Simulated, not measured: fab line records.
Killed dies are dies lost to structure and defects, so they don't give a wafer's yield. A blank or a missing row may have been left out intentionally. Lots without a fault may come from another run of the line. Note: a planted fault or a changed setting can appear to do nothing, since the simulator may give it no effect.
Split-lot study -- flow n5-finfet -- 7 lots, 39 wafers read, on a route of 1938 steps

== THE SPLIT ==
At N5_MOL_CONTACT_COAG_PRECLEAN_111 (cleans in NF3:NH3, afs cycles 1, time 20 s, sublimation time 60 s), the setting time-s was moved away from the recipe's 20 s on 15 of the 39 wafers read, by -46.1% to +49.4%. For the rest of the wafers, this setting stayed at what the recipe calls for.

== FROM THE SPLIT TO THE READING: what the file shows between them, 9 steps ==
- N5_MOL_CONTACT_COAG_TI_SIL_19: material Ti, target thk 4.2 nm, time 15 s
- N5_MOL_CONTACT_COAG_ALD_20: deposits TiN, target thk 1.5 nm, pulse time 1 s, purge time 3 s
- N5_MOL_CONTACT_COAG_PRECLEAN_125: cleans in DIW, time 57.5 s
- N5_MOL_CONTACT_COAG_SRD_126: dry time 32 s
- N5_MOL_CONTACT_COAG_CMP_23: polishes, stops on SiO2, t overpolish 1.5 s, target thk 0 nm
- N5_MOL_CONTACT_COAG_WET_ETCH_26: target Co, target depth 13 nm
- N5_MOL_CONTACT_COAG_WET_ETCH_116: etches the open film in SC1-inhibited, target depth 4.6 nm, rinse time 30 s
- N5_MOL_CONTACT_COAG_ALD_27: deposits SiOC, target thk 17 nm, pulse time 1.5 s, time 2720 s
- N5_MOL_CONTACT_COAG_CMP_28: polishes, stops on SiNx, t overpolish 0.85 s, target thk 14.522 nm

== THE READING ==
MD_CAP_THK at N5_MOL_CONTACT_COAG_THK_MEAS_29, in nm. Fault-free wafers of this fab line usually give 17.91 nm, standard deviation 0.083 nm.

wafer,"tool, chamber at the split","time-s as run, s",against the recipe,"MD_CAP_THK, nm",against lot-mates on the recipe
L074.1,"remote-plasma-01, 0",20,recipe,17.92,-
L074.4,"remote-plasma-01, 0",20,recipe,17.80,-
L074.5,"remote-plasma-01, 0",20,recipe,17.78,-
L075.1,"remote-plasma-02, 1",20,recipe,18.03,-
L075.2,"remote-plasma-02, 1",20,recipe,17.99,-
L075.3,"remote-plasma-02, 1",20,recipe,17.97,-
L075.4,"remote-plasma-02, 1",20,recipe,18.04,-
L075.5,"remote-plasma-02, 1",20,recipe,17.91,-
L075.6,"remote-plasma-02, 1",20,recipe,18.04,-
L079.1,"remote-plasma-01, 1",29.88,+49.4%,17.54,-0.32
L079.2,"remote-plasma-01, 1",20,recipe,17.86,-
L079.3,"remote-plasma-01, 1",29.88,+49.4%,17.68,-0.18
L079.4,"remote-plasma-01, 1",29.88,+49.4%,17.52,-0.34
L079.5,"remote-plasma-01, 1",20,recipe,17.86,-
L079.6,"remote-plasma-01, 1",20,recipe,17.87,-
L080.1,"remote-plasma-02, 0",10.78,-46.1%,18.29,+0.41
L080.2,"remote-plasma-02, 0",20,recipe,17.86,-
L080.3,"remote-plasma-02, 0",10.78,-46.1%,18.15,+0.27
L080.4,"remote-plasma-02, 0",20,recipe,17.80,-
L080.5,"remote-plasma-02, 0",20,recipe,17.98,-
L080.6,"remote-plasma-02, 0",10.78,-46.1%,18.23,+0.35
L083.1,"remote-plasma-02, 1",27.71,+38.5%,17.68,-0.33
L083.2,"remote-plasma-02, 1",20,recipe,18.00,-
L083.3,"remote-plasma-02, 1",27.71,+38.5%,17.75,-0.26
L083.4,"remote-plasma-02, 1",27.71,+38.5%,17.71,-0.30
L083.5,"remote-plasma-02, 1",20,recipe,17.97,-
L083.6,"remote-plasma-02, 1",20,recipe,18.05,-
L086.1,"remote-plasma-01, 1",20,recipe,17.98,-
L086.2,"remote-plasma-01, 1",20,recipe,17.98,-
L086.3,"remote-plasma-01, 1",26.98,+34.9%,17.77,-0.18
L086.4,"remote-plasma-01, 1",26.98,+34.9%,17.78,-0.17
L086.5,"remote-plasma-01, 1",26.98,+34.9%,17.74,-0.21
L086.6,"remote-plasma-01, 1",20,recipe,17.90,-
L089.1,"remote-plasma-02, 0",23.98,+19.9%,17.79,-0.09
L089.2,"remote-plasma-02, 0",20,recipe,17.87,-
L089.3,"remote-plasma-02, 0",20,recipe,17.94,-
L089.4,"remote-plasma-02, 0",20,recipe,17.83,-
L089.5,"remote-plasma-02, 0",23.98,+19.9%,17.80,-0.08
L089.6,"remote-plasma-02, 0",23.98,+19.9%,17.69,-0.19

FIT RESULTS
A straight line over all 39 wafers: MD_CAP_THK changes by -0.00628 nm for each +1% of time-s; r = -0.89; the points scatter about the line by 0.076 nm.
The same after taking each lot's own level away (the mean of its wafers on the recipe; 39 wafers): -0.00664 nm for each +1%; r = -0.95; scatter 0.054 nm.
That fit puts the effect of the largest move of time-s on the reading at 0.33 nm.
The lots' own levels span 17.833 to 18.007 nm, that is 2.1 times the standard deviation above.
So the lot-to-lot level changes the slope little: the two slopes agree.
Check: with one of the wafers moved furthest among these (+49.4%) left out of the fit, the line predicts -0.32 nm for it against its lot-mates. It came out at -0.323 nm against them.

== OTHER SPLITS ON THESE WAFERS ==
Before the reading, these wafers also passed through other splits. Each is held against what the fit with the lots' levels taken away leaves over:
other split on the same wafers,wafers away from the commonest value,r with MD_CAP_THK (lot level and that fit taken away)
N5_PMOS_HMC_CHANNEL_EPI_HM_DEP_34 target-thk-a,12,-0.26
N5_FIN_SAQP_ETCH_69 target-depth-a,9,+0.29
N5_HKMG_FIN_HK_ALD_01 ald-cycles,18,+0.03
N5_HKMG_FIN_DEVELOP_11 develop-time-s,18,-0.08

== THE WHOLE CHAIN: every reading that the file lists as answering this split, in the file's order ==
step,what it does,reading,change (the file's fit),r (the file's)
N5_MOL_CONTACT_COAG_PRECLEAN_111,"cleans in NF3:NH3, afs cycles 1, time 20 s, sublimation time 60 s","SiNx_of_SPACER0_ALD_07.thk-nm (the simulator's own value, which no gauge read)",-0.00708 nm for each +1% of the setting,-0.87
N5_MOL_CONTACT_COAG_CMP_23,"polishes, stops on SiO2, t overpolish 1.5 s, target thk 0 nm","SiNx_of_GATE_CUT_SAC_CAP_01.thk-nm (the simulator's own value, which no gauge read)",-0.00718 nm for each +1% of the setting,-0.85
N5_MOL_CONTACT_COAG_WET_ETCH_26,"target Co, target depth 13 nm","SiNx_of_GATE_CUT_SAC_CAP_01.thk-nm (the simulator's own value, which no gauge read)",-0.00732 nm for each +1% of the setting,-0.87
N5_MOL_CONTACT_COAG_THK_MEAS_29,,MD_CAP_THK,-0.00658 for each +1% of the setting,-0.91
N5_MOL_CONTACT_COAG_ETCH_47,"etches SiNx in CH3F/O2, stops on W, target depth 27 nm","etch.depth-nm (the simulator's own value, which no gauge read)",-0.00634 nm for each +1% of the setting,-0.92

== THE FILE'S OWN FIT ==
MD_CAP_THK changes by -0.00658 nm for each +1% of time-s, r = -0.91.
